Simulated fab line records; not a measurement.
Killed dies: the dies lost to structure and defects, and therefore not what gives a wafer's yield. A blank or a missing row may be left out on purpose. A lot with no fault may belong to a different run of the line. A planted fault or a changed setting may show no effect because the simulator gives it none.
Matching of chambers -- flow n5_finfet -- 3 sister chambers for N5_BEOL_M9_CURE_71 on uv_cure-02
The step cures SiCOH lowk, time 240 s. 14 wafers are shown with their chamber, then 7 later ones without.

WAFERS, EACH WITH ITS CHAMBER
wafer,chamber,wafer_temp_C_max,lamp_power_pct (%)
L074.3,1,387.7,52.38
L074.4,1,387.8,52.23
L074.6,1,387.1,52.30
L081.2,2,386.2,52.24
L081.3,2,385.6,52.36
L081.4,2,385.7,52.35
L083.2,0,386.2,52.29
L083.5,0,386.1,52.43
L083.6,0,386.5,52.39
L089.1,0,386.5,52.38
L089.4,0,386.5,52.43
L089.6,0,386.6,52.34
L090.1,1,388.1,52.27
L090.3,1,387.5,52.33

SIGNATURES (averages over the wafers above)
reading,chamber 0,chamber 1,chamber 2,scatter within a chamber
wafer_temp_C_max,386.400,387.640,385.833,0.295
lamp_power_pct,52.3767,52.3020,52.3167,0.0577
Rule: a wafer's distance from a chamber is the root of the sum, over the readings, of the square of ((its reading less the chamber's mean) divided by the reading's scatter). If the next closest chamber is less than 2 further off than the closest, the wafer can't be placed; otherwise it belongs to the closest. The scatter: the root of (the sum of the squares of (reading less its chamber's mean) over the shown wafers, divided by (wafers less chambers)).

WAFERS WITHOUT THEIR CHAMBER
wafer,wafer_temp_C_max,lamp_power_pct (%)
L090.6,387.7,52.25
L093.1,387.0,52.30
L093.2,386.3,52.31
L093.4,386.1,52.30
L095.2,385.4,52.38
L095.4,385.8,52.26
L095.6,386.3,52.37

WHICH CHAMBER EACH WENT THROUGH
wafer,from the rows above,in truth
L090.6,1,1
L093.1,can't be placed: 1 or 0 or 2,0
L093.2,can't be placed: 0 or 2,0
L093.4,can't be placed: 2 or 0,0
L095.2,can't be placed: 2 or 0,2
L095.4,can't be placed: 2 or 0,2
L095.6,can't be placed: 0 or 2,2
Correctly placed: 1 of 7. These rows do not allow placing 6 (true chamber among the candidates in 6). 0 placed wrongly.
